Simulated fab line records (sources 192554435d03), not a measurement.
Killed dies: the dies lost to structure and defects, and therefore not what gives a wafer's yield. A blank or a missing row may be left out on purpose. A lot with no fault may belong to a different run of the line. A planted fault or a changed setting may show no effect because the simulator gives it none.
Split-lot study / flow n5-finfet / 21 wafers read across 7 lots, on a route 1938 steps long

== THE SPLIT ==
At N5_FIN_SAQP_PECVD_06 (deposits a-Si from SiH4/He, target thk 60 nm, time 48.1 s), the setting time-s was moved away from the recipe's 48.1 s on 10 of the 21 wafers read, by -13.7% to +7.2%. All remaining wafers had this setting at the recipe value.

== FROM THE SPLIT TO THE READING: what the file shows between them, 7 steps ==
- N5_FIN_SAQP_THK_MEAS_07
- N5_FIN_SAQP_HM_DEP_72: deposits SiO2 from SiH4/N2O, target thk 12 nm, time 7.2 s
- N5_FIN_SAQP_COAT_49: time 60 s, resist thk 100 nm
- N5_FIN_SAQP_ETCH_52: etches SOC in N2/H2, target depth 100 nm, overetch 20 nm, time 150 s
- N5_FIN_SAQP_STRIP_53: strips in N2/H2
- N5_FIN_SAQP_HM_OPEN_73: chemistry CHF3/O2, target SiO2, stops on a-Si, target depth 12 nm, time 16.8 s
- N5_FIN_SAQP_STRIP_74: strips in CHF3/O2

== THE READING ==
oes-product-au, in a.u., at N5_FIN_SAQP_MANDREL_ETCH_22 (etches a-Si in HBr/Cl2, stops on SiNx, target depth 60 nm, bt time 10 s, time 30 s). Typical for fault-free wafers on this fab line: 0.765 a.u., with standard deviation 0.014 a.u.

wafer=L074.1; tool, chamber at the split=pecvd-02, 0; time-s as run, s=48.1; against the recipe=recipe; oes-product-au, a.u.=0.758; against lot-mates on the recipe=-
wafer=L074.3; tool, chamber at the split=pecvd-02, 1; time-s as run, s=48.1; against the recipe=recipe; oes-product-au, a.u.=0.740; against lot-mates on the recipe=-
wafer=L074.4; tool, chamber at the split=pecvd-02, 2; time-s as run, s=48.1; against the recipe=recipe; oes-product-au, a.u.=0.775; against lot-mates on the recipe=-
wafer=L078.1; tool, chamber at the split=pecvd-01, 1; time-s as run, s=50.18; against the recipe=+4.3%; oes-product-au, a.u.=0.766; against lot-mates on the recipe=+0.035
wafer=L078.2; tool, chamber at the split=pecvd-01, 0; time-s as run, s=48.1; against the recipe=recipe; oes-product-au, a.u.=0.731; against lot-mates on the recipe=-
wafer=L078.5; tool, chamber at the split=pecvd-01, 0; time-s as run, s=50.18; against the recipe=+4.3%; oes-product-au, a.u.=0.774; against lot-mates on the recipe=+0.043
wafer=L079.1; tool, chamber at the split=pecvd-02, 0; time-s as run, s=50.01; against the recipe=+4.0%; oes-product-au, a.u.=0.790; against lot-mates on the recipe=+0.028
wafer=L079.3; tool, chamber at the split=pecvd-02, 2; time-s as run, s=48.1; against the recipe=recipe; oes-product-au, a.u.=0.762; against lot-mates on the recipe=-
wafer=L079.4; tool, chamber at the split=pecvd-02, 2; time-s as run, s=50.01; against the recipe=+4.0%; oes-product-au, a.u.=0.803; against lot-mates on the recipe=+0.041
wafer=L084.1; tool, chamber at the split=pecvd-03, 2; time-s as run, s=41.49; against the recipe=-13.7%; oes-product-au, a.u.=0.684; against lot-mates on the recipe=-0.073
wafer=L084.2; tool, chamber at the split=pecvd-03, 1; time-s as run, s=41.49; against the recipe=-13.7%; oes-product-au, a.u.=0.701; against lot-mates on the recipe=-0.056
wafer=L084.4; tool, chamber at the split=pecvd-03, 1; time-s as run, s=48.1; against the recipe=recipe; oes-product-au, a.u.=0.757; against lot-mates on the recipe=-
wafer=L085.3; tool, chamber at the split=pecvd-03, 2; time-s as run, s=42.86; against the recipe=-10.9%; oes-product-au, a.u.=0.694; against lot-mates on the recipe=-0.066
wafer=L085.4; tool, chamber at the split=pecvd-03, 1; time-s as run, s=48.1; against the recipe=recipe; oes-product-au, a.u.=0.760; against lot-mates on the recipe=-
wafer=L085.5; tool, chamber at the split=pecvd-03, 2; time-s as run, s=42.86; against the recipe=-10.9%; oes-product-au, a.u.=0.705; against lot-mates on the recipe=-0.055
wafer=L086.1; tool, chamber at the split=pecvd-03, 0; time-s as run, s=48.1; against the recipe=recipe; oes-product-au, a.u.=0.781; against lot-mates on the recipe=-
wafer=L086.3; tool, chamber at the split=pecvd-03, 2; time-s as run, s=48.1; against the recipe=recipe; oes-product-au, a.u.=0.743; against lot-mates on the recipe=-
wafer=L086.5; tool, chamber at the split=pecvd-03, 1; time-s as run, s=48.1; against the recipe=recipe; oes-product-au, a.u.=0.756; against lot-mates on the recipe=-
wafer=L089.3; tool, chamber at the split=pecvd-03, 0; time-s as run, s=51.54; against the recipe=+7.2%; oes-product-au, a.u.=0.789; against lot-mates on the recipe=+0.009
wafer=L089.5; tool, chamber at the split=pecvd-03, 2; time-s as run, s=48.1; against the recipe=recipe; oes-product-au, a.u.=0.780; against lot-mates on the recipe=-
wafer=L089.6; tool, chamber at the split=pecvd-03, 1; time-s as run, s=51.54; against the recipe=+7.2%; oes-product-au, a.u.=0.813; against lot-mates on the recipe=+0.033

FIT RESULTS
A straight line over all 21 wafers: oes-product-au changes by +0.00526 a.u. for each +1% of time-s; r = +0.92; the points scatter about the line by 0.015 a.u.
The same after taking each lot's own level away (the mean of its wafers on the recipe; 21 wafers): +0.00513 a.u. for each +1%; r = +0.92; scatter 0.014 a.u.
On that fit, the largest move of time-s shifts the reading by 0.07 a.u.
Measured against the standard deviation above, the lots' own levels, which go from 0.7310 to 0.7800 a.u., span 3.5 times it.
So the lot-to-lot level changes the slope little: the two slopes agree.
Check: for one of the wafers moved furthest among these (-13.7%), held out of the fit, the line's prediction against its lot-mates is -0.0674 a.u. Against them it came out at -0.073 a.u.

== ADDITIONAL SPLITS CARRIED BY THESE WAFERS ==
Other splits were also applied to these wafers ahead of the reading. Each is held against what the fit with the lots' levels taken away leaves over:
other split on the same wafers=N5_ZERO_LAYER_ETCH_18 icp-w; wafers away from the commonest value=4; r with oes-product-au (lot level and that fit taken away)=+0.06
other split on the same wafers=N5_WELL_APT_COAT_02 spin-rpm; wafers away from the commonest value=8; r with oes-product-au (lot level and that fit taken away)=+0.26
other split on the same wafers=N5_PMOS_HMC_CHANNEL_EPI_ETCH_32 bias-w; wafers away from the commonest value=8; r with oes-product-au (lot level and that fit taken away)=-0.05
other split on the same wafers=N5_FIN_SAQP_HM_DEP_03 time-s; wafers away from the commonest value=7; r with oes-product-au (lot level and that fit taken away)=+0.01

== THE WHOLE CHAIN: every reading that the file lists as answering this split, in the file's order ==
step=N5_FIN_SAQP_PECVD_06; what it does=deposits a-Si from SiH4/He, target thk 60 nm, time 48.1 s; reading=a-Si_of_FIN_SAQP_PECVD_06.thk-nm (the simulator's own value, which no gauge read); change (the file's fit)=+0.682 nm for each +1% of the setting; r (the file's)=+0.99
step=N5_FIN_SAQP_THK_MEAS_07; what it does=; reading=thk-nm; change (the file's fit)=withheld for each +1% of the setting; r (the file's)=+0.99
step=N5_FIN_SAQP_HM_OPEN_73; what it does=chemistry CHF3/O2, target SiO2, stops on a-Si, target depth 12 nm, time 16.8 s; reading=a-Si_of_FIN_SAQP_PECVD_06.thk-nm (the simulator's own value, which no gauge read); change (the file's fit)=+0.686 nm for each +1% of the setting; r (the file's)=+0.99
step=N5_FIN_SAQP_MANDREL_ETCH_22; what it does=etches a-Si in HBr/Cl2, stops on SiNx, target depth 60 nm, bt time 10 s, time 30 s; reading=oes-product-au; change (the file's fit)=+0.0051 a.u. for each +1% of the setting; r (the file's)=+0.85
step=N5_FIN_SAQP_MANDREL_ETCH_22; what it does=etches a-Si in HBr/Cl2, stops on SiNx, target depth 60 nm, bt time 10 s, time 30 s; reading=etch.depth-nm (the simulator's own value, which no gauge read); change (the file's fit)=+0.686 nm for each +1% of the setting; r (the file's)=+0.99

== FILE'S OWN FIT ==
oes-product-au changes by +0.0051 a.u. for each +1% of time-s, r = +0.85.
